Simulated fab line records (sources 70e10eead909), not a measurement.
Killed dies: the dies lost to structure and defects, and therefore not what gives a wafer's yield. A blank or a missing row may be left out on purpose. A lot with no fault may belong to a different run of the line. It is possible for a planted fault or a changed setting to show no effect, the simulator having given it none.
fab line records	flow nand_harc
[record] lots = 24	wafers = 72	last_day = 33
route steps=1302 shown A_CHANNEL_FILL_D2@612 A_STAIRCASE@675
lots that met no fault: taken from a fault-free run of the same line
start_h: hours from the record's opening day to when the first of the lot's shown wafers began	wait_h: hours since the lot's step before	" the same as in the row above	L1.1+2: several wafers, shown together as one row	- no value, or no start was given	* or withheld: withheld	< > ~ a bound
route shown NAME@n: names a module that has steps shown in the file, with the first one's number in the route	usual: the fault-free wafers' mean and standard deviation	same: alike in all rows	chamber/n: place in a boat	sites: each site's reading	_std_site: standard deviation across them	_edge_site: mean of outer sites minus mean of inner sites	radius_mm: how far each site lies from the wafer's centre	mask NAME#n: copy n	behind: the most recent tool/chamber to have shaped the wafer	hold: why the lot went on hold/how many hours it stayed there/how the hold came to an end	device: the n, p or np transistor that did not switch	end of line: the same wafers' tests at the end of the route	a step with no rows: only its recipe	killed: dies lost to structure and defects at the first sort, not the wafer's yield	map: a wafer's dies, marking killed ones x, the rest . and places with no die _
set.NAME: the run value of the setting; set.NAME@STEP: its run value at that earlier step	model.NAME: the simulator's own value behind a step, which no gauge read
route steps across a sampled set of lots; one table per step, one row per wafer
services: the hour from which a tool's chamber was out of use, counted from the record's first day as start_h (under 0 if before that day), plus the number of hours and why
[[steps]]
[step NHARC_A_CHANNEL_FILL_D2_ALD_02]
[recipe] target_thk_a = 60	pulse_time_s = 10	ald_cycles = 60	temp_c = 300	material = SiO2
[usual] heater_power_w = 462/36	precursor_pulse_height_rel = 0.999/0.02
[same] pulse_time_s = 10
lot.wafer	tool	chamber	start_h	wait_h	heater_power_w	precursor_pulse_height_rel	since_wet_clean_h
L076.1	ald_hk-03	3	321.06	-	448	0.980	97
L076.4	"	0	"	"	415	1.028	97
L076.3	"	1	"	"	449	1.029	97
L077.3	ald_hk-04	0	323.20	-	464	0.990	55
L077.5	"	2	"	"	408	0.976	-
L077.6	"	3	"	"	509	1.003	-
L074.1	ald_hk-04	1	325.44	-	441	0.996	57
L074.6	"	2	"	"	408	1.027	-
L074.5	"	3	"	"	519	1.000	-
L075.4	ald_hk-04	2	327.36	-	407	0.985	59
L075.5	"	0	"	"	481	1.016	-
L075.6	"	1	"	"	446	0.984	-
L078.1	ald_hk-04	2	338.71	-	415	1.013	71
L078.4	"	3	"	"	515	0.991	71
L078.5	"	0	"	"	467	1.009	-
L079.4	ald_hk-01	3	349.22	-	472	0.998	43
L079.3	"	1	"	"	518	1.008	43
L079.6	"	0	"	"	449	0.980	-
L080.1	ald_hk-04	1	350.95	-	439	0.972	83
L080.5	"	3	"	"	522	1.011	-
L080.6	"	0	"	"	473	0.979	-
L081.1	ald_hk-04	3	366.72	-	517	1.019	99
L081.2	"	1	"	"	427	0.977	99
L081.5	"	0	"	"	480	1.003	-
L082.1	ald_hk-04	3	373.59	-	520	0.985	105
L082.3	"	1	"	"	444	0.992	106
L082.6	"	3	"	"	520	1.022	-
L083.1	ald_hk-03	1	389.25	-	467	1.011	165
L083.4	"	3	"	"	448	0.995	165
L083.3	"	0	"	"	413	0.986	165
L084.2	ald_hk-04	2	404.15	-	404	0.963	136
L084.3	"	3	"	"	517	0.985	136
L084.1	"	0	"	"	481	0.981	136
L085.3	ald_hk-01	3	405.52	-	451	0.969	99
L085.5	"	1	"	"	535	0.978	-
L085.6	"	2	"	"	495	1.017	-
L086.2	ald_hk-04	3	408.70	-	521	1.002	140
L086.5	"	1	"	"	442	1.017	-
L086.6	"	2	"	"	409	1.002	-
L087.4	ald_hk-03	1	420.53	-	465	1.010	18
L087.3	"	3	"	"	445	1.017	19
L087.5	"	0	"	"	415	1.008	-
L089.1	ald_hk-03	2	440.30	-	482	1.013	38
L089.4	"	3	"	"	451	1.040	38
L089.2	"	1	"	"	470	1.024	38
L088.2	ald_hk-01	3	444.26	-	477	1.009	138
L088.5	"	0	"	"	447	0.973	-
L088.6	"	1	"	"	540	0.986	-
L090.1	ald_hk-03	3	458.45	-	439	1.008	56
L090.2	"	1	"	"	475	1.002	57
L090.4	"	2	"	"	467	1.028	57
L091.2	ald_hk-04	0	467.09	-	473	1.014	21
L091.3	"	1	"	"	440	0.990	21
L091.4	"	2	"	"	423	0.998	21
L093.4	ald_hk-04	0	484.11	-	467	1.000	38
L093.6	"	1	"	"	446	0.993	-
L093.5	"	2	"	"	431	1.000	-
L092.1	ald_hk-04	0	484.40	-	475	0.962	38
L092.3	"	2	"	"	435	1.011	38
L092.6	"	0	"	"	473	1.000	-
L094.1	ald_hk-01	0	507.42	-	450	0.990	23
L094.4	"	1	"	"	558	1.004	23
L094.2	"	2	"	"	486	1.044	23
L095.1	ald_hk-04	2	509.61	-	430	0.981	63
L095.4	"	3	"	"	491	0.981	63
L095.3	"	1	"	"	445	0.993	64
L096.3	ald_hk-03	1	517.23	-	475	1.034	115
L096.1	"	3	"	"	440	1.007	115
L096.5	"	2	"	"	473	1.008	-
L097.3	ald_hk-03	3	527.60	-	456	1.006	126
L097.4	"	0	"	"	421	1.010	126
L097.5	"	3	"	"	453	0.985	-
[step NHARC_A_CHANNEL_FILL_D2_ALD_03]
[recipe] target_thk_a = 60	pulse_time_s = 60	ald_cycles = 58	temp_c = 630	pressure_torr = 2	material = SiNx
[usual] precursor_pulse_height_rel = 0.998/0.02
[same] pulse_time_s = 60
lot.wafer	tool	chamber	start_h	wait_h	precursor_pulse_height_rel
L076.1	ald_sin_batch-03	0	-	-	0.977
L076.3	"	0	"	"	1.001
L076.4	"	0	"	"	0.987
L077.3	ald_sin_batch-03	0	-	-	1.004
L077.5	"	0	"	"	1.007
L077.6	"	0	"	"	0.993
L074.1	ald_sin_batch-01	0	-	-	0.996
L074.5	"	0	"	"	0.974
L074.6	"	0	"	"	1.033
L075.4	ald_sin_batch-01	0	-	-	0.990
L075.5	"	0	"	"	0.967
L075.6	"	0	"	"	0.990
L078.1	ald_sin_batch-01	0	-	-	0.985
L078.4	"	0	"	"	0.990
L078.5	"	0	"	"	1.055
L079.3	ald_sin_batch-03	0	-	-	0.990
L079.4	"	0	"	"	0.991
L079.6	"	0	"	"	1.005
L080.1	ald_sin_batch-03	0	-	-	0.998
L080.5	"	0	"	"	1.009
L080.6	"	0	"	"	0.975
L081.1	ald_sin_batch-01	0	-	-	1.007
L081.2	"	0	"	"	0.992
L081.5	"	0	"	"	1.020
L082.1	ald_sin_batch-02	0	-	-	0.987
L082.3	"	0	"	"	0.996
L082.6	"	0	"	"	1.016
L083.1	ald_sin_batch-02	0	-	-	1.004
L083.3	"	0	"	"	1.045
L083.4	"	0	"	"	0.991
L084.1	ald_sin_batch-02	0	-	-	1.037
L084.2	"	0	"	"	1.002
L084.3	"	0	"	"	0.986
L085.3	ald_sin_batch-02	0	-	-	0.990
L085.5	"	0	"	"	0.981
L085.6	"	0	"	"	0.988
L086.2	ald_sin_batch-02	0	-	-	1.044
L086.5	"	0	"	"	1.033
L086.6	"	0	"	"	1.006
L087.3	ald_sin_batch-02	0	-	-	1.001
L087.4	"	0	"	"	0.959
L087.5	"	0	"	"	0.972
L089.1	ald_sin_batch-03	0	-	-	0.993
L089.2	"	0	"	"	0.996
L089.4	"	0	"	"	1.013
L088.2	ald_sin_batch-01	0	-	-	0.981
L088.5	"	0	"	"	0.996
L088.6	"	0	"	"	1.009
L090.1	ald_sin_batch-01	0	-	-	0.970
L090.2	"	0	"	"	1.017
L090.4	"	0	"	"	0.992
L091.2	ald_sin_batch-03	0	-	-	0.983
L091.3	"	0	"	"	0.948
L091.4	"	0	"	"	1.028
L092.1	ald_sin_batch-01	0	-	-	0.981
L092.3	"	0	"	"	0.970
L092.6	"	0	"	"	0.998
L093.4	ald_sin_batch-01	0	-	-	1.015
L093.5	"	0	"	"	0.981
L093.6	"	0	"	"	1.005
L094.1	ald_sin_batch-02	0	-	-	1.011
L094.2	"	0	"	"	1.026
L094.4	"	0	"	"	1.005
L095.1	ald_sin_batch-02	0	-	-	1.016
L095.3	"	0	"	"	0.983
L095.4	"	0	"	"	0.976
L096.1	ald_sin_batch-02	0	-	-	0.987
L096.3	"	0	"	"	0.948
L096.5	"	0	"	"	1.008
L097.3	ald_sin_batch-03	0	-	-	0.995
L097.4	"	0	"	"	0.992
L097.5	"	0	"	"	0.973
[step NHARC_A_STAIRCASE_ETCH_19]
[recipe] target_depth_a = 1000	time_s = 40.5	ion_energy_ev = 400	c4f8_flow_sccm = 20	o2_flow_sccm = 10	ar_flow_sccm = withheld	rf_w = 600	bias_w = 1000	chemistry = C4F8/O2
[usual] oes_product_au = 0.939/0.012	rf_vpp_V = 897/4.2
lot.wafer	tool	chamber	start_h	wait_h	oes_product_au	rf_hours_counter_h	rf_vpp_V
L077.3	rie_diel-07	2	-	-	0.945	22	901
L077.6	"	0	"	"	0.933	-	903
L077.5	"	1	"	"	0.932	-	898
L076.3	rie_diel-06	1	-	-	0.954	20	894
L076.4	"	2	"	"	0.936	19	896
L076.1	"	3	"	"	0.940	19	895
L074.1	rie_diel-06	3	-	-	0.934	21	895
L074.6	"	1	"	"	0.976	-	893
L074.5	"	2	"	"	0.920	-	893
L075.4	rie_diel-06	1	-	-	0.943	23	896
L075.5	"	2	"	"	0.920	-	892
L075.6	"	3	"	"	0.941	-	896
L078.1	rie_diel-07	1	-	-	0.932	25	899
L078.4	"	2	"	"	0.944	27	900
L078.5	"	1	"	"	0.935	-	898
L079.4	rie_diel-07	1	-	-	0.933	30	898
L079.3	"	2	"	"	0.921	33	899
L079.6	"	3	"	"	0.935	-	894
L080.1	rie_diel-06	2	-	-	0.946	33	893
L080.6	"	2	"	"	0.932	-	892
L080.5	"	3	"	"	0.927	-	896
L081.1	rie_diel-06	2	-	-	0.921	38	893
L081.2	"	3	"	"	0.934	40	893
L081.5	"	1	"	"	0.943	-	895
L082.3	rie_diel-08	1	-	-	0.952	17	898
L082.1	"	2	"	"	0.951	14	893
L082.6	"	0	"	"	0.935	-	896
L083.1	rie_diel-07	0	-	-	0.940	36	903
L083.4	"	1	"	"	0.928	40	899
L083.3	"	2	"	"	0.929	43	900
L084.2	rie_diel-08	2	-	-	0.944	25	896
L084.1	"	3	"	"	0.925	30	890
L084.3	"	1	"	"	0.956	29	898
L085.3	rie_diel-08	1	-	-	0.961	29	897
L085.5	"	1	"	"	0.953	-	898
L085.6	"	2	"	"	0.940	-	894
L086.2	rie_diel-07	2	-	-	0.927	49	899
L086.5	"	0	"	"	0.920	-	903
L086.6	"	1	"	"	0.924	-	900
L087.3	rie_diel-06	3	-	-	0.934	58	895
L087.5	"	0	"	"	0.924	-	902
L087.4	"	1	"	"	0.950	-	894
L089.2	rie_diel-08	3	-	-	0.926	46	887
L089.1	"	0	"	"	0.935	38	897
L089.4	"	1	"	"	0.964	43	897
L088.2	rie_diel-06	1	-	-	0.947	0	894
L088.6	"	2	"	"	0.953	-	891
L088.5	"	3	"	"	0.946	-	895
L090.2	rie_diel-08	2	-	-	0.971	43	893
L090.1	"	3	"	"	0.944	50	888
L090.4	"	2	"	"	0.954	-	893
L091.2	rie_diel-07	1	-	-	0.931	14	899
L091.4	"	2	"	"	0.927	11	899
L091.3	"	0	"	"	0.919	14	902
L092.1	rie_diel-06	2	-	-	0.935	17	892
L092.3	"	1	"	"	0.955	15	894
L092.6	"	3	"	"	0.924	-	895
L093.4	rie_diel-07	2	-	-	0.952	17	899
L093.6	"	2	"	"	0.941	-	899
L093.5	"	3	"	"	0.948	-	894
L095.3	rie_diel-07	2	-	-	0.950	23	898
L095.4	"	3	"	"	0.938	22	893
L095.1	"	0	"	"	0.932	25	902
L094.4	rie_diel-08	0	-	-	0.961	1	894
L094.1	"	1	"	"	0.939	1	898
L094.2	"	2	"	"	0.921	1	894
L096.1	rie_diel-07	0	-	-	0.945	29	901
L096.3	"	1	"	"	0.937	31	898
L096.5	"	3	"	"	0.949	-	894
L097.3	rie_diel-07	0	-	-	0.949	33	903
L097.4	"	2	"	"	0.941	32	900
L097.5	"	0	"	"	0.944	-	902
[step NHARC_A_STAIRCASE_TRIM_202]
[recipe] time_s = 211.2	o2_flow_sccm = 500	ar_flow_sccm = 0	bias_w = 0	chemistry = O2
[usual] drypump_motor_current_A = 5.6/0.43	oes_product_au = 0.997/0.011	rf_vpp_V = 57.9/0.82	showerhead_plenum_p_Torr = 3.55/0.11	throttle_valve_pct = 17.036/0.0091
lot.wafer	tool	chamber	start_h	wait_h	drypump_motor_current_A	oes_product_au	rf_hours_counter_h	rf_vpp_V	showerhead_plenum_p_Torr	throttle_valve_pct
L077.3	rie_diel-07	0	-	-	6.1	0.988	19	56.9	3.73	17.042
L077.6	"	0	"	"	6.1	0.998	-	57.2	3.73	17.023
L077.5	"	1	"	"	5.0	0.997	-	57.7	3.62	17.041
L076.1	rie_diel-07	3	-	-	5.2	0.978	22	56.9	3.48	17.037
L076.3	"	0	"	"	6.2	0.990	20	57.9	3.73	17.045
L076.4	"	2	"	"	5.2	1.005	23	59.0	3.66	17.043
L074.1	rie_diel-07	1	-	-	5.0	0.997	23	56.6	3.62	17.030
L074.6	"	2	"	"	5.3	0.997	-	57.1	3.66	17.024
L074.5	"	3	"	"	5.3	0.980	-	57.9	3.48	17.038
L075.4	rie_diel-08	2	-	-	5.4	0.994	1	58.6	3.50	17.038
L075.6	"	2	"	"	5.4	0.988	-	57.3	3.51	17.032
L075.5	"	3	"	"	5.5	0.973	-	57.5	3.34	17.025
L078.1	rie_diel-06	1	-	-	5.7	1.008	31	56.7	3.50	17.030
L078.4	"	3	"	"	5.9	0.998	34	58.4	3.50	17.033
L078.5	"	0	"	"	5.5	0.999	-	58.5	3.72	17.027
L079.3	rie_diel-08	2	-	-	5.4	1.002	7	58.6	3.50	17.035
L079.4	"	1	"	"	5.7	1.003	12	56.1	3.58	17.033
L079.6	"	2	"	"	5.4	1.003	-	57.6	3.50	17.039
L080.1	rie_diel-07	2	-	-	5.3	1.003	35	58.4	3.65	17.045
L080.6	"	1	"	"	5.1	1.011	-	58.6	3.61	17.023
L080.5	"	2	"	"	5.3	0.989	-	59.5	3.65	17.038
L081.1	rie_diel-06	0	-	-	5.5	0.987	42	57.2	3.72	17.042
L081.2	"	3	"	"	5.9	1.004	41	58.3	3.49	17.030
L081.5	"	0	"	"	5.5	0.989	-	59.1	3.72	17.042
L082.3	rie_diel-08	0	-	-	5.2	1.005	14	58.1	3.53	17.036
L082.1	"	3	"	"	5.5	0.998	22	57.5	3.33	17.053
L082.6	"	0	"	"	5.2	1.005	-	57.0	3.53	17.053
L083.3	rie_diel-07	0	-	-	6.1	0.976	36	58.8	3.72	17.029
L083.1	"	3	"	"	5.3	0.981	39	57.2	3.47	17.046
L083.4	"	0	"	"	6.1	0.976	-	59.2	3.72	17.031
L084.1	rie_diel-08	0	461.39	-	5.2	0.998	23	57.7	3.52	17.046
L084.2	"	1	"	"	5.8	1.023	31	58.5	3.57	17.036
L084.3	"	2	"	"	5.5	1.009	27	56.6	3.49	17.020
L085.3	rie_diel-07	3	-	-	5.3	0.991	46	57.1	3.47	17.030
L085.5	"	1	"	"	5.1	0.998	-	59.0	3.61	17.038
L085.6	"	2	"	"	5.2	0.995	-	58.9	3.64	17.037
L086.2	rie_diel-08	0	-	-	5.2	1.003	26	56.5	3.52	17.050
L086.6	"	2	"	"	5.4	1.005	-	57.6	3.49	17.040
L086.5	"	3	"	"	5.5	0.987	-	57.3	3.32	17.043
L087.4	rie_diel-07	2	-	-	5.3	0.991	0	57.2	3.64	17.034
L087.3	"	3	"	"	5.3	0.984	0	58.8	3.47	17.024
L087.5	"	1	"	"	5.1	0.988	-	59.7	3.60	17.028
L089.4	rie_diel-08	2	-	-	5.4	1.012	40	57.8	3.48	17.031
L089.2	"	3	"	"	5.5	0.992	47	57.8	3.31	17.052
L089.1	"	1	"	"	5.8	1.009	45	58.4	3.56	17.030
L088.2	rie_diel-06	1	-	-	5.7	1.008	2	57.7	3.48	17.050
L088.5	"	1	"	"	5.7	1.009	-	58.9	3.48	17.037
L088.6	"	2	"	"	6.6	0.996	-	58.3	3.44	17.043
L090.2	rie_diel-07	1	-	-	5.0	0.996	13	57.3	3.60	17.039
L090.1	"	3	"	"	5.3	1.010	9	57.9	3.46	17.031
L090.4	"	0	"	"	6.2	0.994	12	57.5	3.71	17.037
L091.2	rie_diel-06	3	-	-	6.0	0.982	10	57.4	3.47	17.031
L091.4	"	0	"	"	5.5	0.986	9	58.4	3.70	17.044
L091.3	"	1	"	"	5.7	1.012	10	58.5	3.47	17.036
L092.3	rie_diel-07	3	-	-	5.3	1.007	18	58.9	3.46	17.039
L092.1	"	1	"	"	5.0	0.995	21	58.8	3.59	17.049
L092.6	"	0	"	"	6.2	1.000	-	59.1	3.71	17.039
L093.4	rie_diel-07	0	-	-	6.2	0.985	20	58.7	3.71	17.020
L093.6	"	3	"	"	5.2	0.994	-	57.8	3.46	17.047
L093.5	"	0	"	"	6.2	0.991	-	60.4	3.71	17.059
L095.4	rie_diel-07	1	-	-	5.0	0.988	26	57.1	3.59	17.035
L095.1	"	2	"	"	5.2	0.996	24	57.7	3.63	17.036
L095.3	"	0	"	"	6.2	0.994	26	56.9	3.70	17.038
L094.1	rie_diel-06	1	-	-	5.7	1.022	23	57.1	3.46	17.031
L094.4	"	2	"	"	6.6	1.001	25	57.9	3.42	17.042
L094.2	"	0	"	"	5.5	0.987	20	59.3	3.69	17.023
L096.3	rie_diel-07	1	-	-	5.0	0.994	32	57.9	3.59	17.044
L096.1	"	2	"	"	5.2	0.988	30	59.0	3.62	17.029
L096.5	"	0	"	"	6.1	0.993	-	58.7	3.70	17.034
L097.4	rie_diel-08	1	-	-	5.8	1.009	8	59.7	3.56	17.033
L097.3	"	2	"	"	5.4	0.986	9	57.5	3.47	17.046
L097.5	"	3	"	"	5.6	1.005	-	57.5	3.30	17.024
[step NHARC_A_STAIRCASE_DESCUM_219]
[recipe] time_s = 3	o2_flow_sccm = 200	ar_flow_sccm = 0	bias_power_w = 0	chemistry = O2
[usual] drypump_motor_current_A = 5.6/0.39	oes_product_au = 0.998/0.011	rf_vpp_V = 57.9/0.88	showerhead_plenum_p_Torr = 1.92/0.068	throttle_valve_pct = 11.311/0.0086
lot.wafer	tool	chamber	start_h	wait_h	drypump_motor_current_A	oes_product_au	rf_hours_counter_h	rf_vpp_V	showerhead_plenum_p_Torr	throttle_valve_pct
L077.3	rie_diel-07	0	379.26	-	6.2	0.989	20	58.5	2.03	11.316
L077.5	"	1	"	"	5.0	0.993	-	57.9	1.97	11.318
L077.6	"	2	"	"	5.2	1.001	-	59.0	1.99	11.310
L076.1	rie_diel-07	3	380.43	-	5.3	0.990	23	57.7	1.89	11.308
L076.3	"	0	"	"	6.1	0.987	21	58.7	2.03	11.313
L076.4	"	1	"	"	5.0	1.000	22	58.2	1.97	11.307
L074.1	rie_diel-07	1	383.81	-	5.0	0.993	23	57.8	1.97	11.302
L074.5	"	1	"	"	5.0	0.993	-	57.8	1.97	11.323
L074.6	"	2	"	"	5.2	0.995	-	58.1	1.99	11.306
L075.4	rie_diel-08	0	384.44	-	5.2	1.015	1	58.6	1.92	11.302
L075.5	"	0	"	"	5.2	1.008	-	57.7	1.92	11.307
L075.6	"	1	"	"	5.7	1.016	-	60.6	1.95	11.314
L078.4	rie_diel-07	0	401.98	-	6.2	0.982	27	56.4	2.03	11.306
L078.1	"	3	"	"	5.3	0.988	30	56.8	1.88	11.317
L078.5	"	0	"	"	6.2	0.989	-	57.6	2.03	11.312
L079.3	rie_diel-07	0	410.06	-	6.2	0.982	30	58.0	2.03	11.319
L079.4	"	2	"	"	5.2	0.991	35	57.9	1.98	11.312
L079.6	"	0	"	"	6.2	0.987	-	59.6	2.03	11.320
L080.1	rie_diel-07	0	410.53	-	6.2	0.982	30	58.6	2.03	11.319
L080.5	"	3	"	"	5.2	0.985	-	58.4	1.88	11.315
L080.6	"	0	"	"	6.2	0.989	-	58.2	2.03	11.320
L081.2	rie_diel-08	0	425.29	-	5.2	1.000	11	57.9	1.91	11.324
L081.1	"	2	"	"	5.4	1.016	12	57.0	1.90	11.340
L081.5	"	0	"	"	5.2	0.994	-	58.3	1.91	11.306
L082.1	rie_diel-08	3	436.04	-	5.5	0.974	22	57.1	1.80	11.315
L082.3	"	0	"	"	5.2	1.001	14	58.2	1.91	11.299
L082.6	"	3	"	"	5.5	0.981	-	57.4	1.80	11.301
L083.3	rie_diel-07	0	448.98	-	6.1	0.984	38	59.8	2.03	11.306
L083.1	"	2	"	"	5.2	1.004	45	59.0	1.98	11.305
L083.4	"	0	"	"	6.2	0.990	-	57.0	2.03	11.317
L084.2	rie_diel-06	0	463.15	-	5.5	0.986	55	57.0	2.02	11.306
L084.3	"	1	"	"	5.7	1.004	57	58.1	1.89	11.324
L084.1	"	3	"	"	5.9	0.984	55	56.4	1.89	11.321
L085.3	rie_diel-08	0	463.86	-	5.2	1.013	25	56.6	1.91	11.310
L085.6	"	2	"	"	5.4	1.004	-	57.7	1.89	11.297
L085.5	"	3	"	"	5.5	0.988	-	57.1	1.79	11.321
L086.2	rie_diel-06	1	468.99	-	5.7	1.000	59	59.0	1.89	11.307
L086.6	"	3	"	"	5.9	0.995	-	56.7	1.89	11.320
L086.5	"	0	"	"	5.5	0.993	-	59.6	2.02	11.305
L087.4	rie_diel-08	2	482.90	-	5.4	1.001	35	57.7	1.89	11.310
L087.3	"	1	"	"	5.8	1.002	40	56.6	1.94	11.302
L087.5	"	2	"	"	5.4	1.006	-	57.3	1.89	11.322
L089.1	rie_diel-06	3	502.46	-	5.9	0.990	2	59.0	1.88	11.287
L089.2	"	0	"	"	5.5	0.985	2	59.8	2.01	11.314
L089.4	"	1	"	"	5.7	1.016	2	56.9	1.88	11.310
L088.2	rie_diel-08	0	502.79	-	5.2	0.999	40	58.3	1.90	11.314
L088.5	"	1	"	"	5.7	1.017	-	57.4	1.93	11.324
L088.6	"	2	"	"	5.4	1.014	-	57.9	1.89	11.310
L090.1	rie_diel-07	2	518.97	-	5.2	0.997	9	58.1	1.97	11.328
L090.4	"	3	"	"	5.2	0.995	9	56.3	1.87	11.328
L090.2	"	1	"	"	5.1	0.996	13	58.7	1.95	11.316
L091.3	rie_diel-08	0	527.32	-	5.2	1.012	48	58.2	1.90	11.323
L091.2	"	2	"	"	5.4	1.005	50	57.1	1.88	11.315
L091.4	"	3	"	"	5.5	0.995	-	58.9	1.79	11.308
L092.3	rie_diel-08	1	542.61	-	5.7	1.011	46	58.6	1.93	11.307
L092.1	"	0	"	"	5.2	1.008	55	59.4	1.90	11.306
L092.6	"	1	"	"	5.8	1.009	-	57.5	1.93	11.313
L093.4	rie_diel-06	3	542.95	-	5.9	1.001	17	58.0	1.88	11.311
L093.5	"	0	"	"	5.5	0.980	-	58.1	2.01	11.308
L093.6	"	1	"	"	5.7	1.018	-	58.3	1.88	11.307
L095.1	rie_diel-07	3	567.03	-	5.3	0.989	24	57.6	1.87	11.322
L095.4	"	1	"	"	5.0	0.990	26	56.8	1.95	11.303
L095.3	"	2	"	"	5.2	0.994	24	56.9	1.97	11.317
L094.1	rie_diel-06	2	567.34	-	6.6	0.988	25	58.2	1.85	11.315
L094.2	"	3	"	"	5.9	0.996	21	58.6	1.88	11.305
L094.4	"	0	"	"	5.5	0.984	20	56.3	2.01	11.311
L096.1	rie_diel-08	3	579.09	-	5.5	1.004	6	57.0	1.78	11.309
L096.3	"	0	"	"	5.2	1.028	5	58.6	1.90	11.314
L096.5	"	0	"	"	5.2	1.009	-	58.0	1.90	11.300
L097.4	rie_diel-06	0	590.05	-	5.5	0.978	29	58.6	2.01	11.300
L097.3	"	1	"	"	5.7	1.006	35	58.0	1.87	11.314
L097.5	"	3	"	"	5.9	1.002	-	57.0	1.87	11.304
[step NHARC_A_STAIRCASE_ETCH_221]
[recipe] target_depth_a = 1000	time_s = 40.5	ion_energy_ev = 400	c4f8_flow_sccm = 20	o2_flow_sccm = 10	ar_flow_sccm = withheld	rf_w = 600	bias_w = 1000	chemistry = C4F8/O2
[usual] oes_product_au = 0.935/0.018	rf_vpp_V = 896/4.2
lot.wafer	tool	chamber	start_h	wait_h	oes_product_au	rf_hours_counter_h	rf_vpp_V
L077.3	rie_diel-07	0	-	-	0.955	20	903
L077.6	"	2	"	"	0.943	-	900
L077.5	"	3	"	"	0.942	-	896
L076.4	rie_diel-07	1	-	-	0.930	22	899
L076.3	"	2	"	"	0.936	25	900
L076.1	"	3	"	"	0.927	23	894
L074.1	rie_diel-07	0	-	-	0.932	22	903
L074.5	"	1	"	"	0.937	-	899
L074.6	"	2	"	"	0.936	-	902
L075.4	rie_diel-08	0	-	-	0.947	1	896
L075.5	"	1	"	"	0.959	-	899
L075.6	"	2	"	"	0.944	-	897
L078.1	rie_diel-07	3	-	-	0.916	30	894
L078.4	"	0	"	"	0.913	28	903
L078.5	"	1	"	"	0.925	-	901
L079.3	rie_diel-07	1	-	-	0.953	32	899
L079.4	"	2	"	"	0.952	35	899
L079.6	"	2	"	"	0.942	-	900
L080.1	rie_diel-07	0	-	-	0.919	30	903
L080.6	"	0	"	"	0.923	-	904
L080.5	"	1	"	"	0.927	-	898
L081.1	rie_diel-08	1	-	-	0.968	15	897
L081.2	"	3	"	"	0.934	20	889
L081.5	"	1	"	"	0.963	-	897
L082.1	rie_diel-08	1	-	-	0.951	18	899
L082.3	"	2	"	"	0.930	15	896
L082.6	"	1	"	"	0.950	-	898
L083.3	rie_diel-07	2	-	-	0.927	45	901
L083.4	"	3	"	"	0.915	41	893
L083.1	"	0	"	"	0.920	38	904
L084.3	rie_diel-06	0	-	-	0.917	55	903
L084.1	"	1	"	"	0.929	57	895
L084.2	"	3	"	"	0.911	55	893
L085.3	rie_diel-06	3	464.19	-	0.987	55	893
L085.6	"	1	"	"	1.005	-	894
L085.5	"	3	"	"	0.982	-	894
L086.2	rie_diel-06	1	-	-	0.960	59	894
L086.6	"	0	"	"	0.931	-	903
L086.5	"	1	"	"	0.946	-	895
L087.3	rie_diel-08	2	-	-	0.920	35	893
L087.4	"	1	"	"	0.935	40	897
L087.5	"	3	"	"	0.917	-	888
L089.1	rie_diel-06	2	-	-	0.942	2	893
L089.2	"	0	"	"	0.942	2	903
L089.4	"	1	"	"	0.951	2	894
L088.2	rie_diel-08	0	-	-	0.926	40	896
L088.5	"	3	"	"	0.925	-	888
L088.6	"	0	"	"	0.934	-	896
L090.1	rie_diel-07	3	-	-	0.925	9	895
L090.2	"	0	"	"	0.919	13	902
L090.4	"	2	"	"	0.924	10	900
L091.2	rie_diel-08	2	-	-	0.937	50	894
L091.3	"	0	"	"	0.926	48	895
L091.4	"	2	"	"	0.927	-	893
L092.1	rie_diel-08	1	-	-	0.923	47	897
L092.3	"	2	"	"	0.928	57	893
L092.6	"	0	"	"	0.941	-	896
L093.4	rie_diel-06	2	-	-	0.920	19	892
L093.6	"	2	"	"	0.914	-	892
L093.5	"	3	"	"	0.920	-	894
L095.1	rie_diel-07	0	-	-	0.927	26	901
L095.3	"	2	"	"	0.932	24	900
L095.4	"	3	"	"	0.931	24	893
L094.4	rie_diel-06	3	-	-	0.929	21	894
L094.1	"	0	"	"	0.914	20	901
L094.2	"	1	"	"	0.938	24	894
L096.3	rie_diel-08	2	-	-	0.958	6	893
L096.1	"	3	"	"	0.953	6	888
L096.5	"	2	"	"	0.955	-	894
L097.4	rie_diel-06	2	-	-	0.927	39	890
L097.3	"	3	"	"	0.929	30	893
L097.5	"	3	"	"	0.943	-	892
[[services]]
tool	chamber	start_h	hours	kind
rie_diel-07	0	303.28	-	clean
rie_diel-06	-	307.74	9.0	pm
rie_diel-08	0	334.03	2.0	repair
rie_diel-08	2	353.29	3.9	repair
rie_diel-06	2	355.50	4.1	repair
ald_sin_batch-01	-	358.67	3.2	repair
rie_diel-08	-	371.10	9.0	pm
ald_hk-03	-	392.17	10.0	pm
rie_diel-08	2	393.50	11.2	repair
rie_diel-08	0	393.82	3.0	repair
rie_diel-08	1	416.73	3.3	repair
ald_hk-04	-	436.33	10.0	pm
rie_diel-07	1	442.29	7.0	repair
rie_diel-07	-	471.29	9.0	pm
ald_hk-01	-	474.69	10.0	pm
rie_diel-06	-	484.74	9.0	pm
ald_sin_batch-01	-	506.21	26.0	pm
rie_diel-08	1	507.94	34.1	repair
rie_diel-08	-	510.07	0.4	repair
rie_diel-08	-	548.92	9.0	pm
rie_diel-06	-	552.38	2.1	repair
ald_hk-03	-	572.88	10.0	pm
rie_diel-06	3	573.18	5.0	repair
rie_diel-08	-	590.30	1.9	repair
[[key]]
fault none
